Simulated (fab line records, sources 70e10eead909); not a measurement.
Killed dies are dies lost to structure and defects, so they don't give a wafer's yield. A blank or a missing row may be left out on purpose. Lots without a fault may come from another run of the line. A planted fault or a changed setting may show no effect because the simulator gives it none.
fab line records | flow nand_harc
record lots=6 wafers=18 last_day=32
route steps=1302 shown P_M0@263 P_M1@285 END@1302
lots that met no fault: from a run of the same line without faults
start_h: hours from the record's first day to the start of the lot's first wafer shown | wait_h: hours since the lot's step before | " the same as in the row above | L1.1+2: a row that stands for several wafers | - no value, or no start given | * or withheld: withheld | < > ~ a bound
route shown NAME@n: a module of which the file shows steps, and the number in the route of the first | usual: mean/standard deviation of fault-free wafers | same: alike in all rows | chamber/n: place in a boat | sites: the reading at each site | _std_site: their standard deviation | _edge_site: outer sites' mean less inner sites' | radius_mm: how far each site lies from the wafer's centre | mask NAME#n: copy n | behind: the tool/chamber that last shaped the wafer | hold: why the lot was held/for how many hours/how that ended | device: the transistor (n, p or np) that didn't switch | end of line: the same wafers' tests at the end of the route | a step without rows: its recipe alone | killed: dies lost to structure and defects at the first sort, not the wafer's yield | map: a wafer's dies, x killed, . not, _ none there
set.NAME: the setting as run; set.NAME@STEP: as run at that earlier step | model.NAME: the simulator's own value behind a step, which no gauge read
lots at some steps of the route; a table a step, a row a wafer
services: from which hour (start_h, from the record's first day; less than 0 if before it) a tool's chamber was out of use, for how many hours, and why
## steps
# step NHARC_P_M0_CD_MEAS_09
# recipe target_cd_nm=90 landing_energy_ev=500
# usual cd_nm=90.0/0.52
# columns lot.wafer tool chamber start_h wait_h cd_nm
L482.2 cd_sem-03 0 125.63 - 89.3
L482.4 " 0 " " 89.3
L482.6 " 0 " " 89.4
L485.1 cd_sem-02 0 157.92 - 91.1
L485.3 " 0 " " 91.5
L485.6 " 0 " " 90.7
L491.4 cd_sem-02 0 218.40 - 89.7
L491.5 " 0 " " 90.1
L491.6 " 0 " " 89.5
L492.2 cd_sem-03 0 227.67 - 89.3
L492.4 " 0 " " 90.0
L492.6 " 0 " " 89.9
L502.1 cd_sem-02 0 319.55 - 90.8
L502.2 " 0 " " 90.7
L502.5 " 0 " " 89.9
L504.1 cd_sem-01 0 342.09 - 89.7
L504.2 " 0 " " 89.2
L504.5 " 0 " " 89.9
# step NHARC_P_M0_OVL_MEAS_10
# recipe pitch_nm=180
# usual overlay_x_nm=0.0/0.6 overlay_y_nm=0.1/0.78
# columns lot.wafer tool chamber start_h wait_h overlay_x_nm overlay_y_nm
L482.2 overlay-01 - 125.72 - -1.1 0.1
L482.4 " - " " -0.7 0.0
L482.6 " - " " -1.1 0.1
L485.1 overlay-01 - 158.00 - 0.0 0.2
L485.3 " - " " -0.3 0.3
L485.6 " - " " -0.4 -0.2
L491.4 overlay-02 - 218.48 - 0.9 0.7
L491.5 " - " " 0.4 0.4
L491.6 " - " " 0.5 0.0
L492.2 overlay-01 - 227.75 - 1.2 -0.5
L492.4 " - " " 0.7 -0.6
L492.6 " - " " 0.5 -0.7
L502.1 overlay-01 - 319.64 - 0.2 0.5
L502.2 " - " " -0.5 0.2
L502.5 " - " " -0.5 0.1
L504.1 overlay-01 - 342.17 - -0.1 1.2
L504.2 " - " " -0.1 1.3
L504.5 " - " " 0.0 2.0
# step NHARC_P_M0_INSPECT_11
# usual raw_defect_count=4.5/2.6
# columns lot.wafer tool chamber start_h wait_h raw_defect_count
L482.2 defect_inspect-01 - 125.75 0.0 6
L482.4 " - " " 5
L482.6 " - " " 3
L485.1 defect_inspect-01 - 158.04 0.0 11
L485.3 " - " " 7
L485.6 " - " " 4
L491.4 defect_inspect-02 - 218.52 0.0 6
L491.5 " - " " 3
L491.6 " - " " 4
L492.2 defect_inspect-02 - 227.79 0.0 3
L492.4 " - " " 6
L492.6 " - " " 7
L502.1 defect_inspect-01 - 319.68 0.0 4
L502.2 " - " " 5
L502.5 " - " " 2
L504.1 defect_inspect-02 - 342.21 0.0 3
L504.2 " - " " 5
L504.5 " - " " 8
# step NHARC_P_M0_DESCUM_14
# recipe time_s=3 o2_flow_sccm=200 ar_flow_sccm=0 bias_power_w=0 chemistry=O2
# step NHARC_P_M0_ETCH_34
# recipe target_depth_a=400 overetch_a=120 time_s=43.94 ion_energy_ev=200 n2_flow_sccm=150 h2_flow_sccm=150 ar_flow_sccm=0 rf_w=400 bias_w=150 chemistry=N2/H2
# step NHARC_P_M0_ETCH_15
# recipe target_depth_a=1500 overetch_a=150 time_s=82.5 c4f8_flow_sccm=withheld ar_flow_sccm=400 rf_w=600 bias_w=300 chemistry=C4F8/Ar
# usual oes_product_au=0.960/0.017 rf_vpp_V=440.4/2.3
# columns lot.wafer tool chamber start_h wait_h oes_product_au rf_hours_counter_h rf_vpp_V
L482.2 rie_diel-05 3 - - 0.977 16 441.5
L482.4 " 2 " " 0.987 18 439.4
L482.6 " 3 " " 0.968 - 443.5
L485.3 rie_diel-03 3 - - 0.970 6 439.9
L485.1 " 0 " " 0.951 5 437.0
L485.6 " 2 " " 0.972 - 441.4
L491.4 rie_diel-05 1 - - 0.935 46 440.2
L491.5 " 2 " " 0.927 - 440.0
L491.6 " 3 " " 0.941 - 440.5
L492.4 rie_diel-03 2 - - 0.962 19 442.0
L492.2 " 1 " " 0.964 19 443.9
L492.6 " 3 " " 0.982 - 438.4
L502.2 rie_diel-05 3 - - 0.979 26 440.5
L502.1 " 0 " " 0.963 27 440.7
L502.5 " 1 " " 0.967 - 439.6
L504.2 rie_diel-03 1 - - 0.933 6 443.3
L504.1 " 2 " " 0.926 4 440.9
L504.5 " 1 " " 0.920 - 444.6
# step NHARC_P_M0_CD_MEAS_16
# usual cd_nm=89.9/0.69
# columns lot.wafer tool chamber start_h wait_h cd_nm
L482.2 cd_sem-02 - 126.12 - 88.8
L482.4 " - " " 88.6
L482.6 " - " " 88.7
L485.1 cd_sem-01 - 158.40 - 90.9
L485.3 " - " " 91.8
L485.6 " - " " 90.4
L491.4 cd_sem-01 - 219.02 - 89.4
L491.5 " - " " 89.1
L491.6 " - " " 89.7
L492.2 cd_sem-02 - 228.15 - 89.6
L492.4 " - " " 89.6
L492.6 " - " " 89.6
L502.1 cd_sem-03 - 320.04 - 90.9
L502.2 " - " " 91.0
L502.5 " - " " 90.4
L504.1 cd_sem-01 - 342.57 - 89.9
L504.2 " - " " 88.6
L504.5 " - " " 90.6
# step NHARC_P_M0_STRIP_18
# recipe power_w=1000 n2_flow_sccm=150 h2_flow_sccm=150 ar_flow_sccm=0 bias_w=0 chemistry=N2/H2
# usual drypump_motor_current_A=5.6/0.41 h2_flow_sccm=150.0/0.5 oes_product_au=1.000/0.008 rf_vpp_V=90.6/0.95 showerhead_plenum_p_Torr=2.02/0.08 throttle_valve_pct=14.172/0.009
# columns lot.wafer tool chamber start_h wait_h drypump_motor_current_A h2_flow_sccm oes_product_au rf_hours_counter_h rf_vpp_V showerhead_plenum_p_Torr throttle_valve_pct
L482.2 rie_diel-03 2 126.19 0.1 6.3 149.4 0.998 1 90.4 2.07 14.169
L482.4 " 1 " " 5.4 149.8 1.000 2 90.4 2.16 14.173
L482.6 " 3 " " 5.9 149.1 0.995 - 90.7 1.98 14.168
L485.3 rie_diel-03 2 158.47 0.1 6.2 150.1 0.995 7 92.1 2.07 14.166
L485.1 " 3 " " 5.9 150.3 0.989 6 90.5 1.98 14.165
L485.6 " 2 " " 6.2 150.6 0.991 - 89.5 2.07 14.185
L491.4 rie_diel-05 1 219.16 0.1 5.4 149.5 0.997 46 89.6 1.98 14.172
L491.6 " 2 " " 5.1 150.2 1.006 - 89.8 2.00 14.165
L491.5 " 3 " " 5.2 149.7 1.006 - 90.5 2.05 14.170
L492.4 rie_diel-13 3 228.22 0.1 5.2 149.8 1.002 23 88.6 1.98 14.176
L492.2 " 0 " " 6.4 149.6 1.002 22 92.7 2.00 14.175
L492.6 " 3 " " 5.2 149.6 1.004 - 90.6 1.98 14.157
L502.1 rie_diel-13 2 320.11 0.1 5.2 149.9 0.986 51 90.5 2.00 14.173
L502.2 " 3 " " 5.2 150.3 0.998 57 89.8 1.96 14.164
L502.5 " 2 " " 5.2 150.2 0.989 - 91.1 2.00 14.171
L504.2 rie_diel-03 3 342.67 0.1 5.9 150.3 1.003 6 89.8 1.97 14.165
L504.1 " 0 " " 5.3 149.9 0.998 6 90.3 1.89 14.163
L504.5 " 2 " " 6.3 150.3 0.992 - 90.7 2.06 14.158
# step NHARC_P_M0_STRIP_19
# recipe time_s=600 temp_c=30 chemistry=post_etch_residue_remover
# step NHARC_P_M0_DEGAS_28
# recipe temp_c=250 time_s=60
# step NHARC_P_M0_PRE_CLEAN_29
# recipe time_s=30 temp_c=280 gas=H2/He
# usual heater_power_w=416/44
# columns lot.wafer tool chamber start_h wait_h heater_power_w
L482.4 pvd_sputter-02 - - - 378
L482.2 " - " " 392
L482.6 " - " " 443
L485.1 pvd_sputter-03 - - - 418
L485.3 " - " " 427
L485.6 " - " " 387
L491.4 pvd_sputter-03 - - - 434
L491.5 " - " " 404
L491.6 " - " " 432
L492.4 pvd_sputter-03 - - - 430
L492.2 " - " " 375
L492.6 " - " " 444
L502.1 pvd_sputter-02 - - - 450
L502.2 " - " " 379
L502.5 " - " " 366
L504.2 pvd_sputter-02 - - - 373
L504.1 " - " " 376
L504.5 " - " " 373
# step NHARC_P_M0_PVD_20
# recipe target_thk_a=50 bias_v=168.6 power_w=15000 chamber_pressure_pa=0.12 time_s=8.06 substrate_temp_c=50 material=TaN
# step NHARC_P_M0_PVD_21
# recipe target_thk_a=300 chamber_pressure_pa=5 power_w=5000 substrate_temp_c=30 time_s=20.49 material=Cu
# usual throttle_valve_pct=30.2/1.3
# columns lot.wafer tool chamber start_h wait_h throttle_valve_pct
L482.4 pvd_sputter-02 - 126.98 - 31.5
L482.2 " - " " 29.7
L482.6 " - " " 31.3
L485.3 pvd_sputter-03 - 159.26 - 28.2
L485.1 " - " " 29.1
L485.6 " - " " 28.4
L491.4 pvd_sputter-03 - 219.93 - 28.5
L491.5 " - " " 28.5
L491.6 " - " " 30.5
L492.2 pvd_sputter-03 - 229.01 - 28.4
L492.4 " - " " 28.5
L492.6 " - " " 28.2
L502.2 pvd_sputter-02 - 320.89 - 28.7
L502.1 " - " " 31.6
L502.5 " - " " 28.8
L504.1 pvd_sputter-02 - 343.43 - 31.6
L504.2 " - " " 31.1
L504.5 " - " " 31.8
# step NHARC_P_M0_ECD_22
# recipe target_thk_a=4000 bath_temp_c=25 material=Cu
# step NHARC_P_M0_ANNEAL_30
# recipe temp_c=225 time_s=90
# step NHARC_P_M0_CMP_23
# recipe t_overpolish_s=20 target_thk_nm=117.54
# step NHARC_P_M0_SRD_25
# step NHARC_P_M0_PRE_CLEAN_31
# recipe time_s=12 temp_c=370 rf_power_w=300 gas=NH3
# step NHARC_P_M0_DEP_32
# recipe target_thk_a=300 temp_c=370 target_thk_nm=30 pressure_torr=3 flow_sccm=200 rf_w=450 material=SiCN
# step NHARC_P_M1_DEP_00
# recipe target_thk_a=1825 target_thk_nm=182.5 temp_c=withheld pressure_torr=5 flow_sccm=200 rf_w=600 material=SiOC
# step NHARC_P_M1_DEHYDRATE_01
# recipe temp_c=150 time_s=120
# step NHARC_P_M1_HMDS_02
# recipe time_s=30
# step NHARC_P_M1_COAT_34
# recipe temp_c=200 time_s=65
# step NHARC_P_M1_COAT_03
# recipe spin_rpm=1500 resist_thk_nm=90
# step NHARC_P_M1_SOFTBAKE_04
# recipe temp_c=105 time_s=55
# step NHARC_P_M1_EBR_05
# step NHARC_P_M1_EXPOSE_06
# recipe na=1.35 target_cd_nm=130 dose_mj=81.88 mask_id=P_M1
# step NHARC_P_M1_PEB_07
# recipe peb_temp_c=100 peb_time_s=65
# step NHARC_P_M1_DEVELOP_08
# recipe develop_time_s=35 dev_temp_c=23
# step NHARC_P_M1_CD_MEAS_09
# recipe target_cd_nm=130 landing_energy_ev=500
# usual cd_nm=129.9/0.48
# columns lot.wafer tool chamber start_h wait_h cd_nm
L482.2 cd_sem-02 0 129.55 - 128.9
L482.4 " 0 " " 128.6
L482.6 " 0 " " 128.9
L485.1 cd_sem-02 0 161.85 - 129.4
L485.3 " 0 " " 129.7
L485.6 " 0 " " 129.6
L491.4 cd_sem-01 0 222.63 - 131.1
L491.5 " 0 " " 130.7
L491.6 " 0 " " 130.9
L492.2 cd_sem-03 0 231.60 - 129.5
L492.4 " 0 " " 130.0
L492.6 " 0 " " 130.1
L502.1 cd_sem-01 0 323.64 - 129.5
L502.2 " 0 " " 129.5
L502.5 " 0 " " 129.2
L504.1 cd_sem-01 0 346.24 - 129.8
L504.2 " 0 " " 129.3
L504.5 " 0 " " 129.6
# step NHARC_P_M1_OVL_MEAS_10
# recipe pitch_nm=260
# usual overlay_x_nm=-0.1/0.96 overlay_y_nm=-0.2/0.79
# columns lot.wafer tool chamber start_h wait_h overlay_x_nm overlay_y_nm
L482.2 overlay-01 - 129.64 - -1.2 -0.6
L482.4 " - " " -1.1 -0.4
L482.6 " - " " -1.6 -0.2
L485.1 overlay-02 - 161.94 - 1.0 0.2
L485.3 " - " " 0.0 0.1
L485.6 " - " " 0.6 -0.3
L491.4 overlay-01 - 222.71 - 0.4 0.6
L491.5 " - " " 0.3 0.4
L491.6 " - " " 0.5 0.0
L492.2 overlay-02 - 231.69 - -0.4 1.5
L492.4 " - " " -0.3 1.5
L492.6 " - " " -0.4 1.1
L502.1 overlay-02 - 323.73 - 1.4 0.6
L502.2 " - " " 1.9 0.0
L502.5 " - " " 1.5 0.6
L504.1 overlay-01 - 346.33 - -1.1 -1.9
L504.2 " - " " -0.1 -0.9
L504.5 " - " " -0.3 -1.2
# step NHARC_P_M1_DESCUM_14
# recipe time_s=3 o2_flow_sccm=200 ar_flow_sccm=0 bias_power_w=0 chemistry=O2
# step NHARC_P_M1_ETCH_35
# recipe target_depth_a=400 overetch_a=120 time_s=43.94 ion_energy_ev=200 n2_flow_sccm=150 h2_flow_sccm=150 ar_flow_sccm=0 rf_w=400 bias_w=150 chemistry=N2/H2
# usual drypump_motor_current_A=5.6/0.32 h2_flow_sccm=149.9/0.52 oes_product_au=1.001/0.0076 rf_vpp_V=430.6/2.8 showerhead_plenum_p_Torr=2.05/0.096 throttle_valve_pct=14.171/0.0097
# columns lot.wafer tool chamber start_h wait_h drypump_motor_current_A h2_flow_sccm oes_product_au rf_hours_counter_h rf_vpp_V showerhead_plenum_p_Torr throttle_valve_pct
L482.2 rie_diel-09 0 129.82 0.1 5.9 149.8 0.995 12 434.7 2.19 14.182
L482.4 " 3 " " 5.2 149.9 0.982 13 430.7 2.05 14.190
L482.6 " 0 " " 5.9 149.3 0.997 - 433.7 2.19 14.170
L485.3 rie_diel-09 1 162.12 0.1 5.4 149.6 1.019 1 426.5 1.91 14.159
L485.1 " 0 " " 5.9 150.1 1.010 1 434.8 2.19 14.166
L485.6 " 2 " " 5.9 149.6 1.008 - 430.5 2.10 14.169
L491.4 rie_diel-09 3 222.89 0.1 5.2 150.8 1.018 7 429.8 2.05 14.173
L491.6 " 3 " " 5.3 150.6 1.019 - 430.6 2.05 14.173
L491.5 " 0 " " 5.9 150.4 1.011 - 434.0 2.19 14.166
L492.4 rie_diel-09 3 231.87 0.1 5.2 150.3 0.998 7 431.3 2.05 14.187
L492.2 " 2 " " 5.9 150.4 1.010 6 432.8 2.10 14.179
L492.6 " 3 " " 5.2 149.4 1.007 - 430.9 2.05 14.181
L502.1 rie_diel-08 0 324.26 0.4 5.3 150.5 0.997 34 430.9 2.08 14.180
L502.2 " 1 " " 6.5 150.0 0.994 32 428.3 1.92 14.168
L502.5 " 3 " " 6.4 150.3 0.990 - 431.2 2.09 14.154
L504.2 rie_diel-02 1 346.52 0.1 5.7 150.1 0.995 9 432.2 2.09 14.161
L504.1 " 3 " " 5.7 150.8 0.993 9 432.0 2.06 14.171
L504.5 " 1 " " 5.6 149.6 0.989 - 431.5 2.09 14.169
# step NHARC_P_M1_ETCH_15
# recipe target_depth_a=1825 time_s=91.2 c4f8_flow_sccm=withheld ar_flow_sccm=400 rf_w=600 bias_w=300 chemistry=C4F8/Ar
# step NHARC_P_M1_CD_MEAS_16
# usual cd_nm=129.8/0.68
# columns lot.wafer tool chamber start_h wait_h cd_nm
L482.2 cd_sem-03 - 130.04 - 128.4
L482.4 " - " " 127.5
L482.6 " - " " 128.2
L485.1 cd_sem-01 - 162.34 - 129.8
L485.3 " - " " 129.6
L485.6 " - " " 129.7
L491.4 cd_sem-02 - 223.12 - 130.7
L491.5 " - " " 130.6
L491.6 " - " " 131.2
L492.2 cd_sem-01 - 232.09 - 129.7
L492.4 " - " " 130.1
L492.6 " - " " 130.1
L502.1 cd_sem-03 - 324.53 - 130.1
L502.2 " - " " 130.3
L502.5 " - " " 129.7
L504.1 cd_sem-02 - 346.73 - 128.8
L504.2 " - " " 129.4
L504.5 " - " " 129.1
# step NHARC_P_M1_STRIP_18
# recipe power_w=1000 n2_flow_sccm=150 h2_flow_sccm=150 ar_flow_sccm=0 bias_w=0 chemistry=N2/H2
# step NHARC_P_M1_ETCH_28
# recipe target_depth_a=300 over_etch_frac=0.3 time_s=72.99 ion_energy_ev=150 cf4_flow_sccm=50 n2_flow_sccm=100 ar_flow_sccm=150 rf_w=300 bias_w=100 chemistry=CF4/N2
# usual drypump_motor_current_A=5.6/0.34 oes_product_au=1.001/0.0071 rf_vpp_V=313.9/1.9 showerhead_plenum_p_Torr=2.61/0.1 throttle_valve_pct=19.794/0.0085
# columns lot.wafer tool chamber start_h wait_h drypump_motor_current_A oes_product_au rf_hours_counter_h rf_vpp_V showerhead_plenum_p_Torr throttle_valve_pct
L482.2 rie_diel-02 3 - - 5.7 0.996 4 312.9 2.65 19.796
L482.4 " 0 " " 5.7 1.013 4 312.1 2.55 19.796
L482.6 " 3 " " 5.7 1.001 - 315.0 2.65 19.782
L485.1 rie_diel-02 1 - - 5.6 0.999 6 315.4 2.69 19.794
L485.3 " 2 " " 5.0 1.000 7 312.6 2.47 19.804
L485.6 " 0 " " 5.7 1.008 - 313.8 2.55 19.796
L491.4 rie_diel-09 1 - - 5.4 1.014 6 312.0 2.47 19.776
L491.5 " 2 " " 5.9 0.999 - 315.2 2.69 19.800
L491.6 " 3 " " 5.2 0.996 - 315.6 2.64 19.797
L492.2 rie_diel-09 0 - - 5.9 1.000 7 316.9 2.80 19.795
L492.4 " 1 " " 5.4 1.008 6 311.9 2.47 19.787
L492.6 " 0 " " 5.9 0.995 - 315.4 2.80 19.807
L502.2 rie_diel-02 2 - - 5.0 1.014 7 312.5 2.46 19.786
L502.1 " 3 " " 5.8 1.003 7 313.1 2.65 19.783
L502.5 " 0 " " 5.7 0.997 - 312.4 2.55 19.798
L504.1 rie_diel-09 3 - - 5.3 1.000 2 313.7 2.63 19.808
L504.2 " 1 " " 5.4 1.002 2 311.8 2.47 19.796
L504.5 " 3 " " 5.2 0.993 - 313.6 2.63 19.786
# step NHARC_P_M1_STRIP_19
# recipe time_s=600 temp_c=30 chemistry=post_etch_residue_remover
# step NHARC_END_SORT_01
# recipe temp_c=25
# usual defect_limited_yield=91/3.4 killed_at_array=57/24 killed_at_other=0.7/0.94 killed_at_periphery=3.8/2.5 killed_dies=62/23 killed_open=3.1/1.8 killed_short=2.5/1.6
# same gross_dies=677
# columns lot.wafer tool chamber start_h wait_h defect_limited_yield[%] killed_at_array killed_at_other killed_at_periphery killed_dies killed_open killed_short
L482.2 prober-01 0 580.90 2.8 96 23 1 3 27 3 1
L482.4 prober-01 0 582.52 3.4 96 25 2 3 30 7 3
L482.6 prober-01 0 584.13 4.0 96 21 2 2 25 2 0
L491.4 prober-02 0 667.81 3.4 77 79 1 75 155 4 2
L491.5 prober-02 0 668.62 3.7 87 82 0 3 85 2 3
L491.6 prober-02 0 669.43 4.0 89 73 0 2 75 4 2
L492.2 prober-01 0 673.93 2.8 80 62 0 76 138 2 4
L492.4 prober-01 0 675.52 3.4 91 58 0 4 62 4 2
L492.6 prober-01 0 677.10 4.0 90 68 0 2 70 4 3
L504.1 prober-01 0 775.84 2.5 92 51 0 4 55 4 3
L504.2 prober-01 0 776.65 2.8 92 53 0 3 56 1 4
L504.5 prober-01 0 779.08 3.7 91 51 1 6 58 3 3
# killed by level:class
L482.2 A_CHANNEL_HOLE_D2:chamber_film_flake=5 A_STAIRCASE:chamber_film_flake=5 A_CONTACT:chamber_film_flake=5 A_ONON_D2:geometric_particle:open=2 P_ZERO_WELL:chamber_film_flake=2 A_ONON_D1:geometric_particle:open=1 A_DECK1_JOINT:geometric_particle:short=1 P_GATE:chamber_film_flake=1
L482.4 A_CHANNEL_HOLE_D2:chamber_film_flake=7 A_STAIRCASE:chamber_film_flake=7 A_M1:geometric_particle:open=2 P_ZERO_WELL:chamber_film_flake=2 A_CONTACT:chamber_film_flake=2 P_M0:geometric_particle:short=1 A_SOURCE_PLATE:geometric_particle:open=1 A_ONON_D1:geometric_particle:open=1
L482.6 A_CHANNEL_HOLE_D2:chamber_film_flake=8 A_STAIRCASE:chamber_film_flake=7 THIN_TSV:chamber_film_flake=2 A_CONTACT:chamber_film_flake=2 A_ONON_D1:geometric_particle:open=1 A_WL_FILL:geometric_particle:open=1 P_ZERO_WELL:chamber_film_flake=1 P_GATE:chamber_film_flake=1
L491.4 P_M0:unspecified=71 A_SLIT:chamber_film_flake=33 A_CHANNEL_HOLE_D1:chamber_film_flake=32 A_WL_FILL:chamber_film_flake=3 A_CHANNEL_HOLE_D2:unspecified=2 A_ONON_D1:geometric_particle:open=1 A_ONON_D2:geometric_particle:open=1 A_SGD_CUT:geometric_particle:short=1
L491.5 A_CHANNEL_HOLE_D1:chamber_film_flake=38 A_SLIT:chamber_film_flake=30 A_CONTACT:chamber_film_flake=3 A_ZERO_WELL:chamber_film_flake=2 A_CHANNEL_HOLE_D2:chamber_film_flake=2 A_CHANNEL_FILL_D1:geometric_particle:open=1 A_CHANNEL_FILL_D1:geometric_particle:short=1 A_ONON_D2:geometric_particle:short=1
L491.6 A_SLIT:chamber_film_flake=38 A_CHANNEL_HOLE_D1:chamber_film_flake=20 A_WL_FILL:chamber_film_flake=4 P_CONTACT:geometric_particle:open=2 A_CONTACT:chamber_film_flake=2 A_CHANNEL_HOLE_D2:chamber_film_flake=2 A_CHANNEL_HOLE_D2:geometric_particle:short=1 A_CONTACT:geometric_particle:short=1
L492.2 P_M0:unspecified=73 A_CHANNEL_HOLE_D1:chamber_film_flake=25 A_CHANNEL_HOLE_D2:chamber_film_flake=21 A_CONTACT:chamber_film_flake=7 A_STAIRCASE:chamber_film_flake=3 P_GATE:geometric_particle:short=1 A_CHANNEL_FILL_D1:geometric_particle:short=1 A_ONON_D2:geometric_particle:open=1
L492.4 A_CHANNEL_HOLE_D1:chamber_film_flake=31 A_CHANNEL_HOLE_D2:chamber_film_flake=17 A_CONTACT:chamber_film_flake=4 P_CONTACT:geometric_particle:open=2 P_GATE:chamber_film_flake=2 A_CHANNEL_FILL_D1:geometric_particle:short=1 A_DECK1_JOINT:geometric_particle:open=1 A_CHANNEL_FILL_D2:geometric_particle:short=1
L492.6 A_CHANNEL_HOLE_D1:chamber_film_flake=33 A_CHANNEL_HOLE_D2:chamber_film_flake=19 A_SLIT:chamber_film_flake=4 A_CONTACT:chamber_film_flake=4 P_GATE:geometric_particle:open=1 A_CHANNEL_FILL_D1:geometric_particle:short=1 A_CHANNEL_FILL_D1:geometric_particle:open=1 A_ONON_D2:geometric_particle:short=1
L504.1 A_SLIT:chamber_film_flake=34 A_CONTACT:chamber_film_flake=6 A_CHANNEL_FILL_D1:geometric_particle:open=2 A_ONON_D2:geometric_particle:short=2 P_STI:chamber_film_flake=2 A_STAIRCASE:chamber_film_flake=2 A_CHANNEL_FILL_D1:chamber_film_flake=2 P_M0:geometric_particle:open=1
L504.2 A_SLIT:chamber_film_flake=36 A_CHANNEL_FILL_D2:chamber_film_flake=3 A_CONTACT:chamber_film_flake=3 P_STI:chamber_film_flake=2 A_CHANNEL_FILL_D1:chamber_film_flake=2 A_STAIRCASE:chamber_film_flake=2 A_ONON_D1:geometric_particle:short=1 A_CHANNEL_HOLE_D1:geometric_particle:short=1
L504.5 A_SLIT:chamber_film_flake=31 A_CONTACT:chamber_film_flake=8 P_STI:chamber_film_flake=5 A_CHANNEL_FILL_D2:chamber_film_flake=2 A_STAIRCASE:chamber_film_flake=2 P_CONTACT:geometric_particle:open=1 A_CHANNEL_FILL_D1:geometric_particle:open=1 A_DECK1_JOINT:geometric_particle:short=1
# map L491.4 (x killed, . not)
____________.____________
_________......._________
_______..........._______
______.............______
_____..............._____
____.x...............____
____.................____
___....x..............___
___..........x........___
__........xx.x....x....__
__.......xxxx..........__
_..x....x.xxxxx........._
_........xxxxxx........._
_.........xx..x........._
_.......xx.xxxx........._
_.........x..xx........._
...........x.x...x.......
..........x..x.xxx......x
..............xxxxx.x..x.
.............xxxxxxx.....
.x...........xxxxxxx....x
_........x...xxxxxxx...._
_............xxxxxxxx..._
_.....x......xxxxxxxx..._
_...........xxxxxxxxx..._
_......x...xxxxxxxxxx..._
__.........x.xx.xxx....__
__.........xxx.xxx.xx..__
___......xxxxx......x.___
___......xxxxxx..x....___
____.....xxxxxx......____
____.........xx.x....____
_____.....xxx......._____
______....x.x......______
_______..x........_______
_________......._________
____________.____________
# map L492.2 (x killed, . not)
____________.____________
_________......._________
_______..........._______
______.............______
_____...x..........._____
____.................____
____.................____
___........x....x.....___
___........x.xx.xxx...___
__.x........xxxxxx..x..__
__x....xx.x.xxx.x..xx..__
_..........xxxxx.x......_
_.........xxxxxxxx......_
_........xxxxxx.x...x..._
_........xx.xxxx..x....._
_..........xxx.........._
..........x.....x........
...x..........xxxx.x.....
.x............xxxxx......
............x.xxxxxx.....
............x.xxxxxxxx...
_....x........xxxxxx.x.._
_............xxxxxxxx..._
_....x.......xxxxxxxxx.._
_...........xxx.xxx....._
_.............xxxxxx...._
__............xxxxxx...__
__............x...x....__
___..............x....___
___.............x.....___
____.....x...........____
____.................____
_____..............._____
______.............______
_______..........._______
_________......._________
____________.____________
## services
# columns tool chamber start_h hours kind
pvd_sputter-02 - 104.02 10.0 pm
rie_diel-03 - 104.41 9.0 pm
rie_diel-09 3 108.30 14.2 repair
rie_diel-03 0 127.01 3.0 repair
pvd_sputter-02 - 139.26 1.1 repair
rie_diel-09 - 143.18 9.0 pm
rie_diel-05 0 163.39 3.4 repair
pvd_sputter-03 - 170.00 10.0 pm
rie_diel-02 1 182.63 2.4 repair
rie_diel-09 1 190.10 4.6 repair
rie_diel-02 - 216.70 9.0 pm
rie_diel-05 - 229.60 9.0 pm
rie_diel-02 0 229.65 1.4 repair
pvd_sputter-03 - 253.72 1.8 repair
rie_diel-05 1 265.50 4.6 repair
rie_diel-09 1 268.14 5.7 repair
pvd_sputter-03 - 279.48 3.6 repair
rie_diel-03 - 281.42 9.0 pm
pvd_sputter-02 - 282.02 10.0 pm
pvd_sputter-03 - 293.84 1.8 repair
rie_diel-03 2 308.46 2.3 repair
rie_diel-03 0 309.17 9.5 repair
rie_diel-09 - 320.18 9.0 pm
rie_diel-03 2 346.74 2.9 repair
## key
first_sign step=NHARC_END_SORT_01 reading=killed_at_periphery direction=up sigmas=29 usual=3.8 struck=75.5
effect step=NHARC_END_SORT_01 reading=defect_limited_yield direction=down sigmas=3.6 usual=91 struck=78
more_kills_born_at NHARC_P_M0_PVD_21@pvd_sputter-03=144
met_at NHARC_P_M0_PVD_21
struck_wafers L491.4,L492.2
onset_between 159.26 219.93
fault kind=chamber_particle_source tool=pvd_sputter-03 chamber=- onset_h=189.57 steps=NHARC_P_M0_PVD_21 rate_per_visit_cm2=0.46908 end_h=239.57 scope=struck_wafers_only
